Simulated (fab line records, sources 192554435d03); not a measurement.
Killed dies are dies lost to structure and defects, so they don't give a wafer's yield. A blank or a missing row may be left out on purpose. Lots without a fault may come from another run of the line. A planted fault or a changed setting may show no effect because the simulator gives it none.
fab line records | flow n5_finfet
record lots=23 wafers=69 last_day=19
route steps=1938 shown SDB@361 HKMG_FIN@389
lots that met no fault: from a run of the same line without faults
start_h: hours from the record's first day to the start of the lot's first wafer shown | wait_h: hours since the lot's step before | " the same as in the row above | L1.1+2: a row that stands for several wafers | - no value, or no start given | * or withheld: withheld | < > ~ a bound
route shown NAME@n: a module of which the file shows steps, and the number in the route of the first | usual: mean/standard deviation of fault-free wafers | same: alike in all rows | chamber/n: place in a boat | sites: the reading at each site | _std_site: their standard deviation | _edge_site: outer sites' mean less inner sites' | radius_mm: how far each site lies from the wafer's centre | mask NAME#n: copy n | behind: the tool/chamber that last shaped the wafer | hold: why the lot was held/for how many hours/how that ended | device: the transistor (n, p or np) that didn't switch | end of line: the same wafers' tests at the end of the route | a step without rows: its recipe alone | killed: dies lost to structure and defects at the first sort, not the wafer's yield | map: a wafer's dies, x killed, . not, _ none there
set.NAME: the setting as run; set.NAME@STEP: as run at that earlier step | model.NAME: the simulator's own value behind a step, which no gauge read
steps of the route over a sample of lots; a table a step, a row a wafer
services: from which hour (start_h, from the record's first day; less than 0 if before it) a tool's chamber was out of use, for how many hours, and why
## steps
# step N5_SDB_ETCH_18
# recipe chemistry=N2/H2 target=SOC target_depth_a=1000 overetch_a=200 mask_material=SiARC temp_c=40 time_s=150 ion_energy_ev=200 pressure_mtorr=30 source_w=840 bias_w=150 n2_flow_sccm=200 h2_flow_sccm=200
# usual bias_w=150.0/0.46 drypump_motor_current_A=5.8/0.47 oes_product_au=0.69/0.083 rf_vpp_V=525.6/2.3 showerhead_plenum_p_Torr=2.60/0.078 throttle_valve_pct=17.84/0.25
# columns lot.wafer tool chamber start_h wait_h bias_w drypump_motor_current_A oes_product_au rf_hours_counter_h rf_vpp_V showerhead_plenum_p_Torr throttle_valve_pct
L074.4 rie_diel-01 1 70.20 0.0 148.9 6.0 0.61 233 520.9 2.40 17.65
L074.5 " 1 " " 149.8 5.9 0.61 - 519.6 2.40 17.65
L074.6 " 0 " " 149.7 5.5 0.64 - 527.2 2.62 17.92
L075.1 rie_diel-01 1 79.80 0.0 148.9 5.9 0.61 235 520.1 2.40 17.66
L075.2 " 2 " " 149.4 5.2 0.64 194 526.5 2.63 18.07
L075.4 " 0 " " 150.0 5.5 0.64 211 526.6 2.62 17.92
L077.1 rie_diel-02 3 90.30 0.0 150.6 6.7 0.67 179 524.2 2.53 18.15
L077.2 " 2 " " 150.4 6.2 0.81 33 528.3 2.70 17.53
L077.3 " 1 " " 148.7 6.3 0.62 221 522.8 2.52 17.94
L078.2 rie_diel-02 0 95.08 0.0 149.7 5.3 0.61 234 526.7 2.61 18.16
L078.4 " 2 " " 149.9 6.2 0.81 35 526.2 2.70 17.53
L078.5 " 2 " " 149.6 6.2 0.81 - 527.3 2.70 17.53
L079.2 rie_diel-02 0 97.99 0.0 150.1 5.3 0.61 235 526.1 2.61 18.18
L079.3 " 3 " " 149.9 6.7 0.67 182 524.2 2.53 18.16
L079.6 " 0 " " 150.5 5.3 0.61 - 525.8 2.61 18.18
L080.1 rie_diel-03 1 107.82 0.0 150.5 5.8 0.62 227 518.8 2.41 18.06
L080.2 " 2 " " 149.8 6.6 0.80 31 528.8 2.71 17.62
L080.6 " 3 " " 150.2 5.5 0.64 - 524.5 2.63 18.00
L081.1 rie_diel-03 3 111.32 0.0 150.5 5.6 0.64 212 527.6 2.62 17.98
L081.3 " 0 " " 149.9 5.6 0.62 247 525.6 2.61 18.01
L081.4 " 1 " " 150.1 5.8 0.62 228 520.4 2.41 18.05
L082.2 rie_diel-01 2 118.29 0.0 150.1 5.2 0.63 209 524.5 2.62 18.09
L082.3 " 3 " " 149.5 6.0 0.71 108 524.5 2.57 17.68
L082.4 " 1 " " 150.6 5.9 0.60 249 520.7 2.39 17.68
L083.1 rie_diel-01 3 122.62 0.0 149.8 6.0 0.71 109 523.3 2.57 17.67
L083.4 " 0 " " 150.5 5.5 0.63 - 525.7 2.61 17.96
L083.6 " 2 " " 149.7 5.1 0.63 - 526.3 2.62 18.11
L084.3 rie_diel-01 2 132.95 0.0 149.7 5.2 0.63 215 525.5 2.62 18.10
L084.5 " 3 " " 149.7 5.9 0.70 - 523.5 2.56 17.70
L084.6 " 2 " " 149.9 5.2 0.63 - 525.9 2.62 18.10
L085.4 rie_diel-01 0 145.90 0.0 149.7 5.4 0.62 237 526.5 2.61 17.97
L085.5 " 1 " " 149.5 5.9 0.85 - 529.8 2.71 17.26
L085.6 " 0 " " 149.4 5.5 0.62 - 525.5 2.61 17.96
L086.1 rie_diel-01 1 146.58 0.0 150.8 5.9 0.85 2 528.2 2.71 17.28
L086.4 " 3 " " 150.5 6.0 0.69 120 525.6 2.56 17.71
L086.5 " 1 " " 149.9 5.9 0.86 - 527.8 2.71 17.25
L087.1 rie_diel-01 2 150.39 0.0 150.6 5.2 0.63 223 526.0 2.62 18.11
L087.3 " 3 " " 149.9 6.0 0.70 122 524.3 2.56 17.72
L087.6 " 2 " " 149.7 5.2 0.63 - 526.6 2.62 18.14
L088.2 rie_diel-02 3 154.80 0.0 150.3 6.7 0.65 204 521.8 2.52 18.21
L088.4 " 2 " " 150.7 6.2 0.78 - 527.7 2.69 17.57
L088.6 " 3 " " 150.4 6.7 0.65 - 525.2 2.52 18.20
L089.1 rie_diel-01 3 157.92 0.0 150.2 6.0 0.69 126 525.0 2.56 17.73
L089.4 " 2 " " 149.6 5.1 0.63 - 526.0 2.61 18.14
L089.6 " 3 " " 150.0 6.0 0.70 - 523.8 2.56 17.71
L090.2 rie_diel-01 0 162.72 0.0 149.6 5.5 0.61 246 524.6 2.61 17.99
L090.3 " 1 " " 149.6 5.9 0.83 6 528.3 2.71 17.26
L090.4 " 2 " " 150.5 5.2 0.62 230 525.2 2.61 18.14
L091.4 rie_diel-03 3 167.52 0.0 150.4 5.5 0.62 230 524.9 2.62 18.03
L091.5 " 1 " " 150.5 5.8 0.62 - 521.5 2.41 18.08
L091.6 " 0 " " 149.9 5.6 0.86 - 525.6 2.60 17.62
L092.1 rie_diel-01 3 174.92 0.0 150.3 6.0 0.68 135 523.7 2.55 17.73
L092.2 " 1 " " 150.6 5.9 0.81 11 529.1 2.71 17.26
L092.5 " 3 " " 150.1 6.0 0.69 - 524.0 2.55 17.73
L093.2 rie_diel-03 0 178.89 0.0 149.7 5.6 0.85 10 525.4 2.60 17.65
L093.4 " 3 " " 150.0 5.5 0.62 - 525.8 2.62 18.04
L093.5 " 0 " " 149.7 5.6 0.85 - 526.9 2.60 17.63
L094.2 rie_diel-01 3 189.21 0.0 149.2 6.0 0.68 139 524.9 2.55 17.72
L094.4 " 2 " " 149.2 5.2 0.61 - 526.6 2.61 18.14
L094.5 " 1 " " 150.6 5.9 0.80 - 528.0 2.70 17.29
L095.2 rie_diel-03 2 194.27 0.0 149.4 6.6 0.76 60 529.0 2.69 17.69
L095.3 " 0 " " 150.3 5.6 0.83 16 526.9 2.60 17.66
L095.6 " 3 " " 150.4 5.5 0.62 - 527.1 2.61 18.04
L096.3 rie_diel-03 2 202.85 0.0 149.5 6.6 0.76 63 527.1 2.69 17.66
L096.4 " 0 " " 150.2 5.6 0.82 19 526.5 2.60 17.65
L096.6 " 2 " " 149.8 6.6 0.76 - 527.6 2.69 17.67
L097.3 rie_diel-03 1 213.52 0.0 150.1 5.8 0.84 5 529.8 2.72 17.64
L097.4 " 0 " " 149.6 5.6 0.82 22 525.4 2.60 17.66
L097.5 " 2 " " 149.8 6.6 0.75 - 528.5 2.69 17.68
# step N5_SDB_THK_MEAS_31
# recipe reads=a-Si_of_DUMMY_GATE_CVD_03
# usual SDB_THK=64.1/0.94
# columns lot.wafer tool chamber start_h wait_h SDB_THK[nm]
L074.4 film_metro-01 - 74.17 - 64.3
L074.5 " - " " 65.4
L074.6 " - " " 65.5
L075.1 film_metro-01 - 83.92 - 64.8
L075.2 " - " " 63.5
L075.4 " - " " 65.3
L077.1 film_metro-01 - 95.01 - 64.0
L077.2 " - " " 65.5
L077.3 " - " " 64.8
L078.2 film_metro-01 - 100.15 - 65.0
L078.4 " - " " 63.9
L078.5 " - " " 64.3
L079.2 film_metro-02 - 102.86 - 64.7
L079.3 " - " " 64.4
L079.6 " - " " 63.9
L080.1 film_metro-01 - 111.88 - 64.5
L080.2 " - " " 65.6
L080.6 " - " " 64.6
L081.1 film_metro-02 - 115.07 - 64.1
L081.3 " - " " 64.5
L081.4 " - " " 63.2
L082.2 film_metro-02 - 123.00 - 63.8
L082.3 " - " " 63.7
L082.4 " - " " 63.2
L083.1 film_metro-01 - 126.39 - 66.3
L083.4 " - " " 64.6
L083.6 " - " " 64.3
L084.3 film_metro-02 - 137.24 - 63.9
L084.5 " - " " 63.6
L084.6 " - " " 63.7
L085.4 film_metro-01 - 149.92 - 65.7
L085.5 " - " " 65.2
L085.6 " - " " 64.7
L086.1 film_metro-02 - 150.38 - 62.8
L086.4 " - " " 63.1
L086.5 " - " " 64.1
L087.1 film_metro-01 - 155.04 - 63.5
L087.3 " - " " 63.5
L087.6 " - " " 62.9
L088.2 film_metro-01 - 160.31 - 64.2
L088.4 " - " " 63.6
L088.6 " - " " 63.9
L089.1 film_metro-02 - 163.51 - 63.1
L089.4 " - " " 62.0
L089.6 " - " " 63.9
L090.2 film_metro-02 - 167.50 - 63.5
L090.3 " - " " 62.9
L090.4 " - " " 62.8
L091.4 film_metro-01 - 171.48 - 64.0
L091.5 " - " " 63.1
L091.6 " - " " 63.3
L092.1 film_metro-02 - 178.71 - 63.7
L092.2 " - " " 64.0
L092.5 " - " " 63.7
L093.2 film_metro-01 - 183.43 - 65.3
L093.4 " - " " 64.7
L093.5 " - " " 63.6
L094.2 film_metro-01 - 193.00 - 64.0
L094.4 " - " " 63.3
L094.5 " - " " 62.8
L095.2 film_metro-02 - 198.48 - 65.6
L095.3 " - " " 65.1
L095.6 " - " " 66.0
L096.3 film_metro-02 - 206.61 - 63.7
L096.4 " - " " 63.1
L096.6 " - " " 62.8
L097.3 film_metro-01 - 217.27 - 63.1
L097.4 " - " " 65.2
L097.5 " - " " 62.3
# step N5_HKMG_FIN_ALD_75
# recipe material=Al2O3 target_thk_a=10 temp_c=150 ald_precursor_family=TMA ald_co_reactant=H2O pulse_time_s=withheld co_reactant_pulse_time_s=1
# usual heater_power_w=149/13 precursor_pulse_height_rel=1.002/0.022 susceptor_temp_C=149.99/0.15
# columns lot.wafer tool chamber start_h wait_h heater_power_w precursor_pulse_height_rel susceptor_temp_C
L074.4 ald_hk-03 0 75.41 0.1 177 1.027 149.81
L074.5 " 0 " " 176 1.015 149.78
L074.6 " 1 " " 134 0.990 149.85
L075.1 ald_hk-03 1 85.11 0.1 133 0.982 149.94
L075.2 " 3 " " 146 1.028 149.55
L075.4 " 2 " " 150 0.976 150.14
L077.1 ald_hk-02 1 96.13 0.0 143 1.008 150.00
L077.2 " 2 " " 149 0.966 149.81
L077.3 " 3 " " 138 1.006 150.23
L078.2 ald_hk-03 0 101.24 0.0 174 1.001 150.05
L078.4 " 2 " " 151 0.997 149.78
L078.5 " 0 " " 176 1.033 150.15
L079.2 ald_hk-01 1 104.05 0.0 150 0.996 150.33
L079.3 " 2 " " 142 1.001 149.83
L079.6 " 1 " " 143 0.962 150.21
L080.1 ald_hk-03 2 112.98 0.0 147 1.005 150.07
L080.2 " 1 " " 134 0.985 150.11
L080.6 " 3 " " 149 1.017 149.96
L081.1 ald_hk-01 0 116.17 0.0 138 1.008 149.82
L081.3 " 3 " " 162 1.004 150.04
L081.4 " 1 " " 144 1.007 150.16
L082.2 ald_hk-03 3 124.32 0.0 151 0.995 150.05
L082.3 " 1 " " 135 0.985 149.92
L082.4 " 2 " " 151 1.001 150.05
L083.1 ald_hk-01 1 127.69 0.0 150 0.985 149.99
L083.4 " 2 " " 144 0.986 149.98
L083.6 " 0 " " 130 0.972 150.09
L084.3 ald_hk-02 0 138.35 0.0 148 0.985 150.09
L084.5 " 1 " " 143 1.018 150.18
L084.6 " 2 " " 148 0.968 149.94
L085.4 ald_hk-03 2 151.02 0.0 151 0.980 149.94
L085.5 " 1 " " 133 1.044 149.74
L085.6 " 0 " " 177 0.999 150.00
L086.1 ald_hk-03 3 151.63 0.0 143 1.004 149.93
L086.4 " 2 " " 148 1.011 149.74
L086.5 " 2 " " 150 0.963 150.02
L087.1 ald_hk-03 1 156.18 0.0 133 1.008 149.82
L087.3 " 0 " " 179 1.017 149.92
L087.6 " 1 " " 135 0.978 149.98
L088.2 ald_hk-01 2 161.99 0.1 145 1.044 149.89
L088.4 " 3 " " 162 0.984 150.10
L088.6 " 1 " " 153 0.983 150.15
L089.1 ald_hk-02 3 164.88 0.1 133 1.022 150.19
L089.4 " 2 " " 148 1.028 149.98
L089.6 " 3 " " 139 0.978 150.23
L090.2 ald_hk-01 3 169.12 0.1 162 0.976 150.05
L090.3 " 2 " " 146 0.980 150.15
L090.4 " 1 " " 147 0.960 150.10
L091.4 ald_hk-02 0 172.69 0.1 149 1.001 150.07
L091.5 " 2 " " 149 0.989 149.95
L091.6 " 3 " " 136 1.001 150.04
L092.1 ald_hk-02 1 179.88 0.1 146 1.031 149.93
L092.2 " 3 " " 135 1.018 149.97
L092.5 " 2 " " 146 1.025 149.78
L093.2 ald_hk-02 3 184.63 0.1 137 0.999 149.78
L093.4 " 1 " " 145 1.042 150.04
L093.5 " 0 " " 143 0.986 150.11
L094.2 ald_hk-01 3 194.14 0.0 158 1.000 150.02
L094.4 " 2 " " 147 0.984 150.22
L094.5 " 0 " " 140 0.982 150.23
L095.2 ald_hk-01 2 199.92 0.0 145 0.988 150.05
L095.3 " 3 " " 158 1.029 149.89
L095.6 " 0 " " 132 1.014 150.15
L096.3 ald_hk-03 0 208.02 0.0 180 1.007 149.93
L096.4 " 3 " " 149 0.990 149.81
L096.6 " 3 " " 148 0.989 149.84
L097.3 ald_hk-02 1 218.40 0.0 145 0.985 150.23
L097.4 " 3 " " 138 0.991 149.99
L097.5 " 3 " " 137 0.983 149.91
# step N5_HKMG_FIN_ETCH_54
# recipe chemistry=CF4 target=SiARC target_depth_a=455 mask_material=CAR-ArF time_s=75.8 ion_energy_ev=80 pressure_mtorr=40 source_w=545 bias_w=36 Ar_flow_sccm=100 cf4_flow_sccm=100 ends=cleared
# usual bias_w=35.99/0.1 drypump_motor_current_A=5.9/0.51 etch_rf_on_time_s=76.0/1.3 oes_product_au=0.67/0.09 rf_vpp_V=184.6/1.1 showerhead_plenum_p_Torr=2.18/0.065 throttle_valve_pct=15.64/0.22
# columns lot.wafer tool chamber start_h wait_h bias_w drypump_motor_current_A etch_rf_on_time_s oes_product_au rf_hours_counter_h rf_vpp_V showerhead_plenum_p_Torr throttle_valve_pct
L074.4 rie_diel-02 3 76.16 0.0 36.17 6.7 76.0 0.64 175 183.3 2.13 15.80
L074.5 " 1 " " 36.08 6.2 77.2 0.59 - 183.2 2.12 15.78
L074.6 " 0 " " 36.00 5.4 76.4 0.58 - 184.3 2.20 16.04
L075.1 rie_diel-03 3 85.65 0.0 35.90 5.5 77.4 0.61 203 184.8 2.21 15.74
L075.2 " 1 " " 35.92 5.8 77.0 0.60 220 182.4 2.03 15.76
L075.4 " 0 " " 35.96 5.6 76.5 0.59 239 184.2 2.20 15.80
L077.1 rie_diel-03 2 96.75 0.0 35.90 6.6 73.3 0.79 27 185.7 2.28 15.46
L077.2 " 1 " " 36.05 5.8 76.3 0.59 224 182.1 2.03 15.74
L077.3 " 0 " " 36.04 5.6 76.2 0.59 243 183.7 2.20 15.83
L078.2 rie_diel-02 1 101.71 0.0 36.12 6.3 76.7 0.59 225 184.4 2.12 15.79
L078.4 " 3 " " 35.90 6.7 75.3 0.64 183 184.1 2.13 15.84
L078.5 " 3 " " 35.90 6.7 75.6 0.63 - 184.1 2.13 15.82
L079.2 rie_diel-03 2 104.64 0.0 36.10 6.6 74.8 0.77 30 185.1 2.28 15.45
L079.3 " 1 " " 36.09 5.8 76.9 0.59 226 184.6 2.03 15.75
L079.6 " 2 " " 36.16 6.6 75.5 0.78 - 186.4 2.28 15.47
L080.1 rie_diel-03 2 113.64 0.0 35.87 6.6 74.4 0.77 33 185.1 2.27 15.46
L080.2 " 1 " " 35.93 5.8 76.6 0.59 228 182.4 2.03 15.77
L080.6 " 2 " " 35.93 6.6 74.5 0.78 - 185.4 2.27 15.45
L081.1 rie_diel-01 0 116.99 0.0 35.71 5.5 75.7 0.60 224 184.2 2.20 15.70
L081.3 " 3 " " 35.91 6.0 76.1 0.67 107 184.2 2.16 15.51
L081.4 " 2 " " 35.93 5.2 76.6 0.59 209 184.0 2.21 15.83
L082.2 rie_diel-01 0 124.91 0.0 35.77 5.4 76.9 0.59 228 185.8 2.20 15.71
L082.3 " 2 " " 36.00 5.2 77.1 0.60 211 184.2 2.21 15.83
L082.4 " 2 " " 35.93 5.1 77.3 0.59 - 184.4 2.21 15.81
L083.1 rie_diel-01 2 128.22 0.0 35.94 5.1 76.0 0.60 213 184.2 2.21 15.84
L083.4 " 3 " " 35.92 6.0 75.2 0.68 - 186.3 2.16 15.50
L083.6 " 2 " " 35.97 5.1 76.2 0.60 - 184.4 2.21 15.82
L084.3 rie_diel-02 3 138.81 0.0 35.98 6.7 75.5 0.63 197 183.5 2.12 15.84
L084.5 " 3 " " 35.98 6.7 75.9 0.63 - 182.2 2.12 15.85
L084.6 " 0 " " 36.09 5.3 76.1 0.57 - 185.3 2.19 16.10
L085.4 rie_diel-01 0 152.57 0.0 36.18 5.5 76.9 0.58 240 184.6 2.19 15.74
L085.5 " 3 " " 36.00 6.0 76.5 0.66 - 184.7 2.15 15.54
L085.6 " 2 " " 35.86 5.1 77.5 0.59 - 183.3 2.20 15.85
L086.1 rie_diel-02 3 153.81 0.0 36.09 6.7 75.9 0.63 203 183.9 2.12 15.87
L086.4 " 2 " " 36.02 6.3 73.8 0.76 - 186.7 2.26 15.36
L086.5 " 1 " " 36.11 6.3 77.5 0.58 - 183.9 2.11 15.82
L087.1 rie_diel-02 3 158.05 0.0 35.99 6.7 76.6 0.62 206 184.7 2.12 15.88
L087.3 " 1 " " 35.97 6.3 77.4 0.58 247 181.7 2.11 15.82
L087.6 " 2 " " 36.00 6.2 73.7 0.76 - 184.2 2.26 15.36
L088.2 rie_diel-02 3 163.11 0.0 36.01 6.7 76.5 0.61 209 183.3 2.12 15.88
L088.4 " 0 " " 36.04 5.3 75.3 0.83 - 183.2 2.19 15.58
L088.6 " 3 " " 36.09 6.7 77.0 0.61 - 184.8 2.12 15.89
L089.1 rie_diel-02 0 165.42 0.0 36.05 5.4 75.6 0.82 4 183.9 2.19 15.60
L089.4 " 3 " " 36.11 6.7 77.4 0.61 - 183.8 2.12 15.88
L089.6 " 2 " " 36.10 6.3 75.2 0.74 - 184.9 2.25 15.40
L090.2 rie_diel-03 1 169.78 0.0 35.93 5.8 76.5 0.59 246 183.1 2.03 15.79
L090.3 " 3 " " 36.05 5.5 78.9 0.58 231 184.1 2.20 15.80
L090.4 " 0 " " 35.87 5.6 76.2 0.82 7 184.4 2.20 15.36
L091.4 rie_diel-01 1 173.27 0.0 36.06 5.9 74.7 0.80 - 183.9 2.28 15.09
L091.5 " 3 " " 35.81 6.0 76.1 0.66 - 184.7 2.15 15.54
L091.6 " 2 " " 36.00 5.1 76.4 0.59 - 184.5 2.20 15.87
L092.1 rie_diel-02 3 180.55 0.0 36.08 6.7 76.7 0.61 217 184.9 2.12 15.89
L092.2 " 0 " " 36.05 5.4 75.8 0.80 10 183.9 2.19 15.62
L092.5 " 3 " " 35.98 6.7 76.7 0.61 - 184.1 2.12 15.90
L093.2 rie_diel-03 0 185.37 0.0 36.13 5.6 75.1 0.81 13 183.3 2.19 15.38
L093.4 " 3 " " 36.07 5.5 78.0 0.58 - 185.8 2.20 15.82
L093.5 " 0 " " 36.11 5.7 75.5 0.81 - 184.2 2.19 15.36
L094.2 rie_diel-02 3 194.73 0.0 35.95 6.7 76.9 0.61 222 183.8 2.12 15.91
L094.4 " 2 " " 35.93 6.2 74.7 0.74 75 185.4 2.25 15.40
L094.5 " 1 " " 35.90 6.3 77.3 0.83 - 184.4 2.11 15.34
L095.2 rie_diel-02 3 200.38 0.0 36.00 6.7 76.0 0.61 223 184.7 2.12 15.89
L095.3 " 2 " " 36.06 6.2 75.3 0.73 77 184.6 2.25 15.38
L095.6 " 0 " " 35.95 5.4 75.0 0.79 - 183.7 2.19 15.62
L096.3 rie_diel-02 1 208.61 0.0 35.73 6.3 75.3 0.81 7 182.2 2.11 15.32
L096.4 " 0 " " 36.01 5.3 75.2 0.78 19 184.0 2.19 15.63
L096.6 " 3 " " 35.97 6.7 76.9 0.60 - 182.8 2.11 15.92
L097.3 rie_diel-01 1 218.87 0.0 36.04 5.9 74.8 0.76 25 185.6 2.27 15.14
L097.4 " 0 " " 35.91 5.4 74.1 0.82 - 185.9 2.19 15.27
L097.5 " 3 " " 35.86 6.0 76.5 0.64 - 184.1 2.14 15.57
# step N5_HKMG_FIN_ALD_79
# recipe material=TiN target_thk_a=15 temp_c=400 ald_precursor_family=TiCl4 ald_co_reactant=NH3 pulse_time_s=1 purge_time_s=3 co_reactant_purge_time_s=2 co_reactant_pulse_time_s=2 ald_cycles=68 pressure_torr=3
# usual heater_power_w=930/87 precursor_pulse_height_rel=0.999/0.022 susceptor_temp_C=400.02/0.24
# columns lot.wafer tool chamber start_h wait_h heater_power_w precursor_pulse_height_rel susceptor_temp_C
L074.4 ald_metal-02 1 77.49 0.0 1072 0.980 400.44
L074.5 " 2 " " 842 1.031 400.29
L074.6 " 1 " " 1072 0.958 400.21
L075.1 ald_metal-02 0 86.98 0.0 1031 0.991 400.33
L075.2 " 3 " " 913 0.951 400.16
L075.4 " 1 " " 1039 0.986 399.92
L077.1 ald_metal-02 0 98.08 0.0 1027 0.992 400.12
L077.2 " 3 " " 945 0.986 400.16
L077.3 " 2 " " 840 1.033 399.92
L078.2 ald_metal-04 1 103.04 0.0 862 0.997 399.96
L078.4 " 3 " " 907 0.989 400.08
L078.5 " 2 " " 932 1.035 399.88
L079.2 ald_metal-04 0 105.97 0.0 904 1.007 400.15
L079.3 " 1 " " 872 0.972 400.00
L079.6 " 2 " " 938 1.028 399.99
L080.1 ald_metal-04 1 114.97 0.0 884 1.005 400.08
L080.2 " 0 " " 884 1.034 400.23
L080.6 " 0 " " 886 0.988 400.44
L081.1 ald_metal-03 3 118.32 0.0 733 1.012 400.44
L081.3 " 2 " " 944 1.000 399.92
L081.4 " 0 " " 987 1.005 400.29
L082.2 ald_metal-02 2 126.24 0.0 878 0.978 400.36
L082.3 " 3 " " 920 1.006 399.78
L082.4 " 1 " " 1079 1.035 399.93
L083.1 ald_metal-04 1 129.72 0.0 873 1.034 400.34
L083.4 " 3 " " 894 0.988 400.29
L083.6 " 3 " " 907 0.994 400.22
L084.3 ald_metal-02 1 140.20 0.1 1080 0.999 399.88
L084.5 " 2 " " 831 0.976 400.32
L084.6 " 1 " " 1030 1.032 399.90
L085.4 ald_metal-03 1 153.90 0.0 872 1.003 400.07
L085.5 " 0 " " 964 1.022 400.22
L085.6 " 1 " " 872 0.999 399.74
L086.1 ald_metal-03 0 155.14 0.0 960 1.005 400.27
L086.4 " 2 " " 938 1.008 399.97
L086.5 " 1 " " 870 1.012 399.74
L087.1 ald_metal-04 1 159.38 0.0 865 0.985 399.55
L087.3 " 0 " " 892 1.009 399.97
L087.6 " 1 " " 877 1.012 400.06
L088.2 ald_metal-02 3 164.44 0.0 935 0.981 399.98
L088.4 " 1 " " 1086 1.038 399.83
L088.6 " 2 " " 861 0.992 399.72
L089.1 ald_metal-02 0 166.75 0.0 1038 1.001 400.19
L089.4 " 1 " " 1045 0.984 400.30
L089.6 " 1 " " 1051 0.964 400.04
L090.2 ald_metal-02 1 171.11 0.0 1065 1.007 400.18
L090.3 " 3 " " 938 0.984 399.96
L090.4 " 0 " " 1051 1.029 399.85
L091.4 ald_metal-02 1 174.57 0.0 1059 1.020 400.06
L091.5 " 2 " " 836 0.985 400.30
L091.6 " 3 " " 944 1.009 399.51
L092.1 ald_metal-02 2 181.88 0.0 835 0.993 399.78
L092.2 " 1 " " 1042 1.029 400.00
L092.5 " 1 " " 1068 1.024 399.98
L093.2 ald_metal-04 0 186.70 0.0 904 0.987 400.14
L093.4 " 1 " " 851 0.979 400.13
L093.5 " 3 " " 876 0.987 400.21
L094.2 ald_metal-04 3 196.06 0.0 886 0.993 399.86
L094.4 " 0 " " 903 1.011 399.70
L094.5 " 3 " " 903 0.990 400.15
L095.2 ald_metal-03 0 201.88 0.2 969 1.017 400.27
L095.3 " 3 " " 742 1.024 399.88
L095.6 " 0 " " 990 1.017 400.01
L096.3 ald_metal-02 3 209.94 0.0 929 0.962 399.67
L096.4 " 1 " " 1049 1.011 400.02
L096.6 " 3 " " 915 1.019 399.55
L097.3 ald_metal-02 0 220.21 0.0 1044 0.959 399.71
L097.4 " 2 " " 853 1.006 400.61
L097.5 " 2 " " 870 0.956 400.22
# step N5_HKMG_FIN_CVD_62
# recipe material=a-Si target_thk_a=30 temp_c=500 precursor=Si2H6 pressure_torr=1 time_s=20.8
# usual heater_power_w=1447/130 susceptor_temp_C=500.02/0.27
# columns lot.wafer tool chamber start_h wait_h heater_power_w susceptor_temp_C
L074.4 thermal_cvd_si-01 2 77.90 0.2 1537 499.68
L074.5 " 1 " " 1534 499.74
L074.6 " 0 " " 1577 500.37
L075.1 thermal_cvd_si-02 0 87.34 0.2 1317 499.99
L075.2 " 2 " " 1246 500.04
L075.4 " 2 " " 1227 499.70
L077.1 thermal_cvd_si-02 0 98.44 0.2 1330 499.86
L077.2 " 2 " " 1271 500.12
L077.3 " 1 " " 1448 500.13
L078.2 thermal_cvd_si-01 1 103.40 0.2 1551 500.12
L078.4 " 0 " " 1564 500.19
L078.5 " 1 " " 1587 499.85
L079.2 thermal_cvd_si-02 0 106.33 0.2 1324 500.16
L079.3 " 1 " " 1434 499.99
L079.6 " 1 " " 1454 499.85
L080.1 thermal_cvd_si-01 0 115.33 0.2 1557 499.99
L080.2 " 1 " " 1532 500.30
L080.6 " 2 " " 1511 499.82
L081.1 thermal_cvd_si-02 1 118.69 0.2 1386 499.64
L081.3 " 2 " " 1250 500.37
L081.4 " 0 " " 1302 499.73
L082.2 thermal_cvd_si-01 0 126.60 0.2 1542 500.00
L082.3 " 2 " " 1523 499.79
L082.4 " 0 " " 1564 499.24
L083.1 thermal_cvd_si-02 2 130.08 0.2 1252 499.91
L083.4 " 0 " " 1328 500.35
L083.6 " 1 " " 1417 499.58
L084.3 thermal_cvd_si-01 0 140.56 0.2 1555 500.02
L084.5 " 0 " " 1575 499.70
L084.6 " 1 " " 1555 499.94
L085.4 thermal_cvd_si-02 0 154.31 0.2 1340 500.31
L085.5 " 1 " " 1408 500.13
L085.6 " 2 " " 1232 499.95
L086.1 thermal_cvd_si-01 1 155.50 0.2 1521 499.63
L086.4 " 0 " " 1591 500.63
L086.5 " 2 " " 1521 499.60
L087.1 thermal_cvd_si-02 0 159.74 0.2 1285 500.10
L087.3 " 1 " " 1444 499.75
L087.6 " 1 " " 1430 500.38
L088.2 thermal_cvd_si-01 0 164.80 0.2 1578 499.91
L088.4 " 0 " " 1564 500.12
L088.6 " 1 " " 1613 500.10
L089.1 thermal_cvd_si-02 2 167.12 0.2 1252 500.51
L089.4 " 0 " " 1314 499.96
L089.6 " 1 " " 1421 499.96
L090.2 thermal_cvd_si-01 2 171.47 0.2 1560 500.32
L090.3 " 1 " " 1591 500.12
L090.4 " 2 " " 1504 499.75
L091.4 thermal_cvd_si-02 0 174.98 0.2 1307 500.01
L091.5 " 2 " " 1258 500.46
L091.6 " 1 " " 1482 500.25
L092.1 thermal_cvd_si-01 2 182.24 0.2 1526 499.97
L092.2 " 1 " " 1582 499.84
L092.5 " 0 " " 1579 500.20
L093.2 thermal_cvd_si-02 1 187.06 0.2 1410 500.54
L093.4 " 2 " " 1243 499.90
L093.5 " 1 " " 1440 500.36
L094.2 thermal_cvd_si-01 0 196.42 0.2 1611 499.82
L094.4 " 0 " " 1584 500.18
L094.5 " 2 " " 1564 500.07
L095.2 thermal_cvd_si-02 1 202.24 0.2 1458 500.07
L095.3 " 2 " " 1249 499.84
L095.6 " 2 " " 1279 499.91
L096.3 thermal_cvd_si-01 0 210.31 0.2 1615 500.08
L096.4 " 2 " " 1560 499.87
L096.6 " 0 " " 1592 499.73
L097.3 thermal_cvd_si-02 2 220.57 0.2 1273 499.43
L097.4 " 2 " " 1239 499.75
L097.5 " 0 " " 1313 499.89
## services
# columns tool chamber start_h hours kind
rie_diel-01 2 54.40 8.8 repair
ald_hk-03 - 54.42 8.7 pm
rie_diel-02 1 54.67 4.9 repair
rie_diel-03 0 57.67 8.5 repair
rie_diel-02 2 61.56 5.3 repair
rie_diel-01 - 74.15 2.8 pm
ald_hk-01 - 76.07 2.8 pm
rie_diel-02 0 78.19 4.7 repair
rie_diel-02 1 80.59 1.8 repair
ald_hk-02 - 94.82 1.1 repair
rie_diel-01 3 96.04 6.8 repair
rie_diel-02 - 117.35 0.2 repair
ald_metal-02 0 120.79 3.2 repair
ald_metal-04 - 137.14 4.3 pm
ald_hk-02 - 145.34 8.7 pm
rie_diel-03 - 149.07 14.6 pm
thermal_cvd_si-01 - 150.35 0.7 repair
ald_hk-03 - 157.35 14.6 pm
ald_hk-01 - 179.18 2.0 repair
rie_diel-01 - 179.51 2.4 repair
thermal_cvd_si-01 0 185.62 7.3 repair
ald_metal-04 - 187.70 2.8 pm
ald_metal-04 3 203.77 4.2 repair
rie_diel-02 - 218.99 14.6 pm
## key
fault none
